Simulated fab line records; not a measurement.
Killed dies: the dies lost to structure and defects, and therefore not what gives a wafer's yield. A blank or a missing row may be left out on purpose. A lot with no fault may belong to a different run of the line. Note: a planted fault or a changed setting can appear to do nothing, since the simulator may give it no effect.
fab line records	flow n5_finfet
record lots=7	wafers=21
route steps=1938 shown HKMG_FIN@434 MOL_CONTACT_COAG@563 BEOL_M0_SAQP@663 BEOL_M1@751 BEOL_M2@868
start_h: the number of hours between the record's first day and the start of the first shown wafer of the lot	wait_h: hours from the lot's prior step to this one	" same as the row above	L1.1+2: a single row standing in for several wafers	- value missing, or start not given	* or withheld: withheld	< > ~ a bound
route shown NAME@n: NAME is a module with steps in the file, n the number in the route of the first one	usual: mean/standard deviation of fault-free wafers	same: alike in all rows	chamber/n: place in a boat	sites: the reading at each site	_std_site: the standard deviation of these	_edge_site: the outer-site mean with the inner-site mean subtracted	radius_mm: how far each site lies from the wafer's centre	mask NAME#n: copy n	behind: the tool/chamber that last shaped the wafer	hold: reason for holding the lot/hours on hold/outcome of the hold	device: the n, p or np transistor that did not switch	end of line: at the end of the route, the tests of the same wafers	where a step has no rows: the recipe by itself	killed: not the wafer's yield, but the dies lost to structure and defects at the first sort	map: a wafer's dies, x killed, . not, _ none there
set.NAME: the setting that was run; set.NAME@STEP: the one run at that earlier step	model.NAME: the simulator's own value behind a step, which no gauge read
lots run with intentionally changed settings; tables by step, rows by wafer
## steps
# step N5_HKMG_FIN_ETCH_31
# recipe chemistry=CF4	target=SiARC	target_depth_a=455	mask_material=CAR-ArF	time_s=75.8	ion_energy_ev=80	pressure_mtorr=40	source_w=545	bias_w=36	Ar_flow_sccm=100	cf4_flow_sccm=100	ends=cleared
# usual rf_vpp_V=184.2/1
lot.wafer	tool	chamber	start_h	wait_h	set.bias_w	rf_vpp_V
L075.1	rie_diel-02	1	84.07	0.0	36	182.8
L075.3	"	0	"	"	36	185.3
L075.6	"	1	"	"	36	182.6
L080.1	rie_diel-02	2	118.77	0.0	36	182.9
L080.2	"	0	"	"	36	184.6
L080.4	"	1	"	"	36	184.7
L082.2	rie_diel-02	0	124.89	0.0	36	185.0
L082.4	"	1	"	"	36	183.8
L082.6	"	2	"	"	41.8	202.9
L091.2	rie_diel-06	0	184.05	0.0	36	183.8
L091.3	"	1	"	"	29.53	159.4
L091.4	"	2	"	"	29.53	161.1
L095.2	rie_diel-03	1	210.48	0.0	36	185.7
L095.3	"	2	"	"	36	184.7
L095.4	"	0	"	"	36	185.7
L097.1	rie_diel-03	1	221.58	0.0	36	183.5
L097.2	"	3	"	"	29.96	165.1
L097.3	"	0	"	"	29.96	164.9
L096.1	rie_diel-03	2	224.86	0.0	36	185.3
L096.4	"	0	"	"	30.94	167.0
L096.5	"	3	"	"	30.94	166.6
# step N5_MOL_CONTACT_COAG_PECVD_31
# recipe material=SiO2	target_thk_a=460	temp_c=400	precursor=TEOS/O2	pressure_torr=6.5	rf_w=withheld	teos_flow_sccm=withheld	gas=O2	flow_sccm=2650	time_s=8.9
lot.wafer	tool	chamber	start_h	wait_h	set.temp_c	model.SiO2_of_MOL_CONTACT_COAG_PECVD_31.thk_nm
L075.1	pecvd-03	0	107.74	0.3	400	45.8
L075.3	"	1	"	"	400	45.2
L075.6	"	1	"	"	413.7	42.2
L080.1+2	pecvd-04	0,2	140.30	0.3	400	46.2
L080.4	"	2	"	"	400	46.8
L082.2	pecvd-04	0	149.09	0.3	400	46.4
L082.4	"	0	"	"	400	47.2
L082.6	"	1	"	"	400	47
L091.2	pecvd-04	1	206.36	0.3	385.7	49.4
L091.3	"	2	"	"	400	45.2
L091.4	"	0	"	"	400	46.8
L095.2	pecvd-03	2	236.77	0.3	400	44.8
L095.3	"	0	"	"	400	46
L095.4	"	0	"	"	400	46.6
L097.1	pecvd-01	0	243.60	0.3	406.5	44.4
L097.2	"	2	"	"	400	47
L097.3	"	1	"	"	406.5	44.2
L096.1	pecvd-03	2	248.29	0.5	400	45.8
L096.4	"	2	"	"	400	46.2
L096.5	"	0	"	"	400	46.8
# step N5_MOL_CONTACT_COAG_COAT_77
# recipe resist=underlayer	temp_c=205	time_s=60	spin_rpm=1500	resist_thk_nm=10
lot.wafer	tool	chamber	start_h	wait_h	set.spin_rpm
L075.1+3+6	litho_track-03	0	-	-	1500
L080.1+2+4	litho_track-03	0	-	-	1500
L082.2+4+6	litho_track-03	0	-	-	1500
L091.2+3+4	litho_track-04	0	-	-	1500
L095.2+3+4	litho_track-04	0	-	-	1500
L097.1+2+3	litho_track-01	0	-	-	1441
L096.1+4+5	litho_track-01	0	-	-	1500
# step N5_MOL_CONTACT_COAG_COAT_78
# recipe resist=CAR-EUV	spin_rpm=1500	resist_thk_nm=40
# step N5_MOL_CONTACT_COAG_EBR_80
# recipe solvent=PGMEA	ebr_width_mm=1.5
# step N5_MOL_CONTACT_COAG_DESCUM_88
# recipe chemistry=O2	time_s=7	source_power_w=50	bias_power_w=20	pressure_mtorr=20	rf_frequency_hz=2.712e+07	temp_c=40	resist=CAR-EUV	o2_flow_sccm=225
# step N5_MOL_CONTACT_COAG_ETCH_89
# recipe chemistry=N2/H2	target=underlayer	target_depth_a=130	mask_material=CAR-EUV	time_s=10.4	ion_energy_ev=200	pressure_mtorr=30	source_w=840	bias_w=150	n2_flow_sccm=200	h2_flow_sccm=200	ends=cleared
lot.wafer	tool	chamber	start_h	wait_h	set.spin_rpm@MOL_CONTACT_COAG_COAT_77	model.etch.depth_nm
L075.1	rie_diel-02	0	109.63	0.0	1500	9.99
L075.3	"	3	"	"	1500	9.997
L075.6	"	3	"	"	1500	10.01
L080.1	rie_diel-03	3	141.05	0.0	1500	9.987
L080.2	"	2	"	"	1500	9.997
L080.4	"	1	"	"	1500	10.02
L082.2	rie_diel-06	2	149.71	0.0	1500	9.986
L082.4	"	1	"	"	1500	9.976
L082.6	"	3	"	"	1500	9.984
L091.2	rie_diel-03	0	207.29	0.0	1500	9.964
L091.3	"	2	"	"	1500	9.991
L091.4	"	1	"	"	1500	9.959
L095.2	rie_diel-06	1	237.40	0.0	1500	9.976
L095.3	"	0	"	"	1500	9.989
L095.4	"	0	"	"	1500	9.995
L097.1+3	rie_diel-03	0,2	244.22	0.0	1441	10.17
L097.2	"	3	"	"	1441	10.16
L096.1	rie_diel-06	2	249.04	0.0	1500	9.996
L096.4	"	1	"	"	1500	9.962
L096.5	"	3	"	"	1500	9.987
# step N5_MOL_CONTACT_COAG_ETCH_90
# recipe chemistry=CF4	target=SiARC	target_depth_a=130	mask_material=CAR-EUV	time_s=21.7	ion_energy_ev=80	pressure_mtorr=40	source_w=545	bias_w=36	Ar_flow_sccm=100	cf4_flow_sccm=100	ends=cleared
# step N5_MOL_CONTACT_COAG_ALD_131
# recipe material=SiO2	target_thk_a=50	temp_c=100	ald_precursor_family=BDEAS	ald_co_reactant=O2-plasma	pulse_time_s=1	co_reactant_pulse_time_s=1	purge_time_s=2	co_reactant_purge_time_s=2	ald_cycles=35	pressure_torr=2
# step N5_MOL_CONTACT_COAG_ETCHBACK_135
# recipe chemistry=CHF3	target=SiO2	target_depth_a=250	time_s=16.7	ion_energy_ev=200	pressure_mtorr=30	source_w=610	bias_w=170	Ar_flow_sccm=200	CHF3_flow_sccm=50
# step N5_MOL_CONTACT_COAG_STRIP_118
# recipe chemistry=CHF3	resist=SiARC	rf_frequency_hz=6e+07
# step N5_MOL_CONTACT_COAG_VIA_ETCH_46
# recipe chemistry=C4F6/O2	target_depth_a=460	overetch_a=92	mask_material=SOC	target=SiO2	bias_w=455	pressure_mtorr=10	time_s=40	source_w=325	Ar_flow_sccm=300	C4F6_flow_sccm=10	O2_flow_sccm=10	ion_energy_ev=575.3	ends=end_point
lot.wafer	tool	chamber	start_h	wait_h	set.temp_c@MOL_CONTACT_COAG_PECVD_31	model.etch.depth_nm
L075.1	rie_diel-03	0	110.46	0.0	400	45.83
L075.3	"	2	"	"	400	45.21
L075.6	"	3	"	"	413.7	42.2
L080.1	rie_diel-03	1	142.56	0.0	400	46.15
L080.2	"	0	"	"	400	46.22
L080.4	"	3	"	"	400	46.74
L082.2	rie_diel-06	3	150.15	0.0	400	46.37
L082.4	"	0	"	"	400	47.2
L082.6	"	0	"	"	400	47.03
L091.2	rie_diel-06	3	207.82	0.0	385.7	49.37
L091.3	"	1	"	"	400	45.28
L091.4	"	0	"	"	400	46.87
L095.2	rie_diel-06	1	237.92	0.0	400	44.83
L095.3	"	2	"	"	400	45.92
L095.4	"	2	"	"	400	46.6
L097.1	rie_diel-03	1	244.72	0.0	406.5	44.37
L097.2	"	0	"	"	400	46.97
L097.3	"	3	"	"	406.5	44.19
L096.1	rie_diel-03	0	249.53	0.0	400	45.7
L096.4	"	2	"	"	400	46.22
L096.5	"	2	"	"	400	46.72
# step N5_MOL_CONTACT_COAG_ALD_133
# recipe material=SiO2	target_thk_a=50	temp_c=100	ald_precursor_family=BDEAS	ald_co_reactant=O2-plasma	pulse_time_s=1	co_reactant_pulse_time_s=1	purge_time_s=2	co_reactant_purge_time_s=2	ald_cycles=35	pressure_torr=2
lot.wafer	tool	chamber	start_h	wait_h	set.ald_cycles	model.SiO2_of_MOL_CONTACT_COAG_ALD_133.thk_nm
L075.1+3+6	ald_sin-03	2,3,1	112.04	0.4	35	5
L080.1	ald_sin-02	3	143.60	0.1	35	5
L080.2+4	"	1,2	"	"	33	4.8
L082.2+4+6	ald_sin-03	2,1,1	151.06	0.1	35	5
L091.2+3+4	ald_sin-01	3,1,0	208.90	0.1	35	5
L095.2+3+4	ald_sin-02	0,1,3	239.17	0.2	35	5
L097.1+2	ald_sin-02	0,2	246.45	0.7	38	5.4
L097.3	"	1	"	"	35	5
L096.1	ald_sin-01	2	250.69	0.1	33	4.6
L096.4+5	"	0	"	"	35	5
# step N5_MOL_CONTACT_COAG_VIA_ETCH_117
# recipe chemistry=C4F6/O2	target_depth_a=400	overetch_a=80	mask_material=SOC	target=SiO2	bias_w=455	pressure_mtorr=10	time_s=26	source_w=325	Ar_flow_sccm=300	C4F6_flow_sccm=10	O2_flow_sccm=10	ion_energy_ev=575.3	ends=end_point
# usual rf_vpp_V=1588/30
lot.wafer	tool	chamber	start_h	wait_h	set.bias_w	rf_vpp_V
L075.1	rie_diel-02	2	112.39	0.0	455	1527
L075.3	"	0	"	"	455	1577
L075.6	"	0	"	"	455	1577
L080.1	rie_diel-03	2	143.94	0.0	455	1573
L080.2	"	0	"	"	455	1615
L080.4	"	3	"	"	420.4	1479
L082.2	rie_diel-06	3	151.40	0.0	488.2	1677
L082.4	"	2	"	"	455	1588
L082.6	"	3	"	"	455	1592
L091.2	rie_diel-03	3	209.29	0.0	455	1570
L091.3	"	2	"	"	405.1	1439
L091.4	"	0	"	"	455	1615
L095.2	rie_diel-06	0	239.55	0.0	455	1563
L095.3	"	2	"	"	455	1586
L095.4	"	0	"	"	455	1562
L097.1	rie_diel-06	0	246.79	0.0	414.5	1456
L097.2	"	2	"	"	455	1588
L097.3	"	1	"	"	455	1635
L096.1	rie_diel-06	3	251.03	0.0	415.7	1486
L096.4	"	0	"	"	455	1562
L096.5	"	3	"	"	415.7	1485
# step N5_BEOL_M0_SAQP_SPACER1_ALD_98
# recipe material=SiO2	target_thk_a=128	temp_c=300	ald_precursor_family=BDEAS	ald_co_reactant=O2-plasma	pulse_time_s=1	purge_time_s=2	co_reactant_purge_time_s=2	ald_cycles=138	pressure_torr=2
lot.wafer	tool	chamber	start_h	wait_h	set.ald_cycles	model.SiO2_of_BEOL_M0_SAQP_SPACER1_ALD_98.thk_nm
L075.1+3+6	ald_sin-04	0,1,0	119.17	0.3	138	12.8
L080.1+4	ald_sin-02	3,0	151.65	0.7	115	10.6
L080.2	"	2	"	"	138	12.8
L082.2+6	ald_sin-04	3	158.02	0.3	151	14
L082.4	"	1	"	"	138	12.8
L091.2+3+4	ald_sin-04	0,2,1	218.85	0.6	138	12.8
L095.2	ald_sin-04	1	247.56	0.8	138	12.6
L095.3+4	"	0,3	"	"	138	12.8
L097.1+2	ald_sin-04	3,2	254.63	0.3	153	14.4
L097.3	"	1	"	"	138	13
L096.1	ald_sin-04	3	260.20	0.3	156	14.6
L096.4	"	2	"	"	156	14.4
L096.5	"	1	"	"	138	12.8
# step N5_BEOL_M0_SAQP_SPACER1_ETCHBACK_99
# recipe chemistry=CHF3/O2	mode=anisotropic_etchback	target=SiO2	target_depth_a=154	time_s=7.7	pressure_mtorr=30	source_w=650	bias_w=170	Ar_flow_sccm=200	CHF3_flow_sccm=50	O2_flow_sccm=5	ion_energy_ev=200
# step N5_BEOL_M0_SAQP_MANDREL1_REMOVE_100
# recipe chemistry=HBr/Cl2/O2	bt_time_s=10	target=a-Si	stop_on=SiNx	endpoint=OES-SiCl	over_etch_frac=0.85	icp_w=600	bias_w=30	HBr_flow_sccm=150	Cl2_flow_sccm=80	O2_flow_sccm=5	pressure_mtorr=10
lot.wafer	tool	chamber	start_h	wait_h	set.ald_cycles@BEOL_M0_SAQP_SPACER1_ALD_98	model.BEOL_M0_SAQP.cd_nm
L075.1	rie_si-05	2	119.73	0.1	138	13
L075.3+6	"	1,3	"	"	138	12.8
L080.1	rie_si-01	2	152.41	0.1	115	10.6
L080.2	"	3	"	"	138	12.8
L080.4	"	0	"	"	115	10.8
L082.2	rie_si-03	2	158.58	0.1	151	14.2
L082.4	"	3	"	"	138	13
L082.6	"	1	"	"	151	14
L091.2+3+4	rie_si-03	3,2,0	219.49	0.1	138	12.8
L095.2	rie_si-05	1	248.12	0.1	138	12.6
L095.3	"	0	"	"	138	12.8
L095.4	"	3	"	"	138	13
L097.1+2	rie_si-05	0,3	255.20	0.1	153	14.4
L097.3	"	1	"	"	138	12.8
L096.1+4	rie_si-03	2,3	260.77	0.1	156	14.6
L096.5	"	3	"	"	138	12.8
# step N5_BEOL_M0_SAQP_CD_MEAS_25
# recipe target_cd_nm=13.1	landing_energy_ev=1000	detector=se_inlens
# usual cd_nm=12.82/0.22
lot.wafer	tool	chamber	start_h	wait_h	set.ald_cycles@BEOL_M0_SAQP_SPACER1_ALD_98	cd_nm
L075.1	cd_sem-01	0	119.84	0.1	138	12.83
L075.3	"	0	"	"	138	12.54
L075.6	"	0	"	"	138	12.93
L080.1	cd_sem-03	0	152.52	0.1	115	10.77
L080.2	"	0	"	"	138	12.71
L080.4	"	0	"	"	115	10.68
L082.2	cd_sem-02	0	158.69	0.1	151	14.13
L082.4	"	0	"	"	138	13.00
L082.6	"	0	"	"	151	14.01
L091.2	cd_sem-03	0	219.60	0.1	138	12.83
L091.3	"	0	"	"	138	12.95
L091.4	"	0	"	"	138	12.64
L095.2	cd_sem-03	0	248.23	0.1	138	12.71
L095.3	"	0	"	"	138	12.94
L095.4	"	0	"	"	138	12.94
L097.1	cd_sem-03	0	255.31	0.1	153	14.16
L097.2	"	0	"	"	153	14.42
L097.3	"	0	"	"	138	13.30
L096.1	cd_sem-03	0	260.88	0.1	156	14.54
L096.4	"	0	"	"	156	14.67
L096.5	"	0	"	"	138	12.78
# step N5_BEOL_M1_ILD_DEP_00
# recipe material=SiOC	target_thk_a=790	temp_c=350	precursor=DEMS/O2	pressure_torr=5	rf_w=500	time_s=15.3
lot.wafer	tool	chamber	start_h	wait_h	set.time_s	model.SiOC_of_BEOL_M1_ILD_DEP_00.thk_nm
L075.1	pecvd-02	2	129.14	0.0	17.04	87.8
L075.3	"	0	"	"	15.3	78.8
L075.6	"	0	"	"	17.04	89.2
L082.2	pecvd-01	0	177.55	0.0	16.06	82.8
L082.4	"	2	"	"	15.3	80
L082.6	"	1	"	"	16.06	83.6
L080.1	pecvd-01	2	177.66	0.0	15.3	78.4
L080.2	"	1	"	"	15.3	78.6
L080.4	"	0	"	"	15.3	79.6
L091.2	pecvd-01	1	233.87	0.0	15.3	78
L091.3	"	0	"	"	15.3	78.8
L091.4	"	0	"	"	15.3	79.6
L095.2	pecvd-01	1	258.90	0.0	15.3	77
L095.3	"	2	"	"	15.3	77.8
L095.4	"	1	"	"	15.3	78.8
L097.1+2	pecvd-03	1,0	265.65	0.0	15.3	79
L097.3	"	2	"	"	17.48	91.8
L096.1	pecvd-02	0	269.05	0.0	15.3	78.8
L096.4	"	1	"	"	15.3	80.4
L096.5	"	2	"	"	15.3	79.8
# step N5_BEOL_M1_THK_MEAS_01
# recipe reads=SiOC_of_BEOL_M1_ILD_DEP_00
# usual M1_ILD_THK=79.3/1
lot.wafer	tool	chamber	start_h	wait_h	set.time_s@BEOL_M1_ILD_DEP_00	M1_ILD_THK[nm]
L075.1	film_metro-01	-	129.20	0.0	17.04	87.9
L075.3	"	-	"	"	15.3	78.8
L075.6	"	-	"	"	17.04	89.2
L082.2	film_metro-02	-	177.61	0.1	16.06	82.7
L082.4	"	-	"	"	15.3	80.0
L082.6	"	-	"	"	16.06	83.5
L080.1	film_metro-02	-	177.72	0.0	15.3	78.4
L080.2	"	-	"	"	15.3	78.7
L080.4	"	-	"	"	15.3	79.6
L091.2	film_metro-02	-	233.94	0.1	15.3	78.0
L091.3	"	-	"	"	15.3	78.8
L091.4	"	-	"	"	15.3	79.5
L095.2	film_metro-01	-	258.97	0.1	15.3	77.0
L095.3	"	-	"	"	15.3	77.8
L095.4	"	-	"	"	15.3	78.8
L097.1	film_metro-02	-	265.71	0.0	15.3	79.0
L097.2	"	-	"	"	15.3	79.1
L097.3	"	-	"	"	17.48	91.9
L096.1	film_metro-02	-	269.11	0.0	15.3	78.7
L096.4	"	-	"	"	15.3	80.4
L096.5	"	-	"	"	15.3	79.8
# step N5_BEOL_M1_TRENCH_ETCH_37
# recipe chemistry=C4F6/O2	target_depth_a=552.07	target=SiOC	time_s=29	ion_energy_ev=250	pressure_mtorr=30	source_w=355	bias_w=185	Ar_flow_sccm=300	C4F6_flow_sccm=10	O2_flow_sccm=10
# usual rf_vpp_V=665/13
lot.wafer	tool	chamber	start_h	wait_h	set.bias_w	rf_vpp_V
L075.1	rie_diel-01	0	-	-	185	644
L075.3	"	2	"	"	185	678
L075.6	"	3	"	"	185	677
L082.2	rie_diel-01	0	-	-	185	645
L082.4	"	2	"	"	212.2	755
L082.6	"	3	"	"	185	677
L080.1	rie_diel-01	2	-	-	185	677
L080.2	"	3	"	"	217.4	767
L080.4	"	0	"	"	185	644
L091.2	rie_diel-04	0	-	-	185	643
L091.3	"	2	"	"	210.5	742
L091.4	"	1	"	"	210.5	759
L095.2	rie_diel-01	3	-	-	185	676
L095.3	"	0	"	"	185	644
L095.4	"	3	"	"	185	675
L097.1	rie_diel-04	0	-	-	175.3	618
L097.2	"	2	"	"	185	670
L097.3	"	1	"	"	185	688
L096.1	rie_diel-05	0	-	-	196.2	689
L096.4	"	1	"	"	185	654
L096.5	"	0	"	"	185	657
# step N5_BEOL_M2_COAT_68
# recipe resist=SiARC	temp_c=220	time_s=60	spin_rpm=1500	resist_thk_nm=12
lot.wafer	tool	chamber	start_h	wait_h	set.spin_rpm	model.SiARC_of_BEOL_M2_COAT_68.thk_nm
L075.1+6	litho_track-03	0	-	-	1426	12.4
L075.3	"	0	"	"	1426	12.2
L082.2	litho_track-02	0	-	-	1500	12
L082.4+6	"	0	"	"	1621	11.6
L080.1	litho_track-05	0	-	-	1439	12.2
L080.2+4	"	0	"	"	1500	12
L091.2	litho_track-05	0	-	-	1500	12
L091.3+4	"	0	"	"	1582	11.8
L095.2+3+4	litho_track-05	0	-	-	1500	12
L097.1+2	litho_track-05	0	-	-	1500	12
L097.3	"	0	"	"	1408	12.4
L096.1+5	litho_track-05	0	-	-	1500	12
L096.4	"	0	"	"	1557	11.8
# step N5_BEOL_M2_COAT_76
# recipe resist=underlayer	temp_c=205	time_s=60	spin_rpm=1500	resist_thk_nm=5
lot.wafer	tool	chamber	start_h	wait_h	set.temp_c
L075.1+3	litho_track-03	0	-	-	201.7
L075.6	"	0	"	"	205
L082.2+6	litho_track-02	0	-	-	205
L082.4	"	0	"	"	200
L080.1	litho_track-05	0	-	-	200.4
L080.2+4	"	0	"	"	205
L091.2+4	litho_track-05	0	-	-	199.4
L091.3	"	0	"	"	205
L095.2+3+4	litho_track-05	0	-	-	205
L097.1+2+3	litho_track-05	0	-	-	205
L096.1+4+5	litho_track-05	0	-	-	205
# step N5_BEOL_M2_COAT_22
# recipe resist=CAR-EUV	spin_rpm=1500	resist_thk_nm=30
# step N5_BEOL_M2_EBR_24
# recipe solvent=PGMEA	ebr_width_mm=1.5
# step N5_BEOL_M2_DESCUM_33
# recipe chemistry=O2	time_s=7	source_power_w=50	bias_power_w=20	pressure_mtorr=20	rf_frequency_hz=2.712e+07	temp_c=40	resist=CAR-EUV	o2_flow_sccm=225
# step N5_BEOL_M2_ETCH_77
# recipe chemistry=N2/H2	target=underlayer	target_depth_a=65	mask_material=CAR-EUV	time_s=5.2	ion_energy_ev=200	pressure_mtorr=30	source_w=840	bias_w=150	n2_flow_sccm=200	h2_flow_sccm=200	ends=cleared
# step N5_BEOL_M2_ETCH_69
# recipe chemistry=CF4	target=SiARC	target_depth_a=156	mask_material=CAR-EUV	time_s=26	ion_energy_ev=80	pressure_mtorr=40	source_w=545	bias_w=36	Ar_flow_sccm=100	cf4_flow_sccm=100	ends=cleared
lot.wafer	tool	chamber	start_h	wait_h	set.spin_rpm@BEOL_M2_COAT_68	model.etch.depth_nm
L075.1	rie_diel-06	3	140.53	0.0	1426	12.31
L075.3	"	1	"	"	1426	12.29
L075.6	"	1	"	"	1426	12.33
L082.2	rie_diel-06	0	193.47	0.0	1500	12.01
L082.4	"	3	"	"	1621	11.57
L082.6	"	2	"	"	1621	11.54
L080.1	rie_diel-03	1	194.20	0.0	1439	12.25
L080.2	"	3	"	"	1500	11.95
L080.4	"	0	"	"	1500	12.02
L091.2	rie_diel-02	2	247.14	0.0	1500	12.03
L091.3+4	"	1,3	"	"	1582	11.71
L095.2	rie_diel-03	2	272.32	0.0	1500	11.99
L095.3	"	3	"	"	1500	12.03
L095.4	"	1	"	"	1500	12.01
L097.1	rie_diel-06	2	276.67	0.0	1500	12.05
L097.2	"	0	"	"	1500	12.04
L097.3	"	3	"	"	1408	12.44
L096.1+5	rie_diel-06	3	280.47	0.0	1500	12.03
L096.4	"	0	"	"	1557	11.8
## key
split step=N5_HKMG_FIN_ETCH_31	setting=bias_w	stated=36	by=wafer
response step=N5_HKMG_FIN_ETCH_31	reading=rf_vpp_V	change=+1.22	per=1%	r=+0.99
split step=N5_MOL_CONTACT_COAG_PECVD_31	setting=temp_c	stated=400	by=wafer
response step=N5_MOL_CONTACT_COAG_PECVD_31	reading=model.SiO2_of_MOL_CONTACT_COAG_PECVD_31.thk_nm	change=-1.03	per=1%	r=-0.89
response step=N5_MOL_CONTACT_COAG_VIA_ETCH_46	reading=model.etch.depth_nm	change=-1.01	per=1%	r=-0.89
split step=N5_MOL_CONTACT_COAG_COAT_77	setting=spin_rpm	stated=1500	by=lot
response step=N5_MOL_CONTACT_COAG_ETCH_89	reading=model.etch.depth_nm	change=-0.046	per=1%	r=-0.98
split step=N5_MOL_CONTACT_COAG_ALD_133	setting=ald_cycles	stated=35	by=wafer
response step=N5_MOL_CONTACT_COAG_ALD_133	reading=model.SiO2_of_MOL_CONTACT_COAG_ALD_133.thk_nm	change=+0.0494	per=1%	r=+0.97
split step=N5_MOL_CONTACT_COAG_VIA_ETCH_117	setting=bias_w	stated=455	by=wafer
response step=N5_MOL_CONTACT_COAG_VIA_ETCH_117	reading=rf_vpp_V	change=+13.6	per=1%	r=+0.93
split step=N5_BEOL_M0_SAQP_SPACER1_ALD_98	setting=ald_cycles	stated=138	by=wafer
response step=N5_BEOL_M0_SAQP_SPACER1_ALD_98	reading=model.SiO2_of_BEOL_M0_SAQP_SPACER1_ALD_98.thk_nm	change=+0.13	per=1%	r=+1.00
response step=N5_BEOL_M0_SAQP_MANDREL1_REMOVE_100	reading=model.BEOL_M0_SAQP.cd_nm	change=+0.132	per=1%	r=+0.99
response step=N5_BEOL_M0_SAQP_CD_MEAS_25	reading=cd_nm	change=+0.119	per=1%	r=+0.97
split step=N5_BEOL_M1_ILD_DEP_00	setting=time_s	stated=15.3	by=wafer
response step=N5_BEOL_M1_ILD_DEP_00	reading=model.SiOC_of_BEOL_M1_ILD_DEP_00.thk_nm	change=+0.864	per=1%	r=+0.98
response step=N5_BEOL_M1_THK_MEAS_01	reading=M1_ILD_THK	change=+0.865	per=1%	r=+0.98
split step=N5_BEOL_M1_TRENCH_ETCH_37	setting=bias_w	stated=185	by=wafer
response step=N5_BEOL_M1_TRENCH_ETCH_37	reading=rf_vpp_V	change=+6.77	per=1%	r=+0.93
split step=N5_BEOL_M2_COAT_68	setting=spin_rpm	stated=1500	by=wafer
response step=N5_BEOL_M2_COAT_68	reading=model.SiARC_of_BEOL_M2_COAT_68.thk_nm	change=-0.051	per=1%	r=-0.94
response step=N5_BEOL_M2_ETCH_69	reading=model.etch.depth_nm	change=-0.0599	per=1%	r=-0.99
split step=N5_BEOL_M2_COAT_76	setting=temp_c	stated=205	by=wafer
response none clear
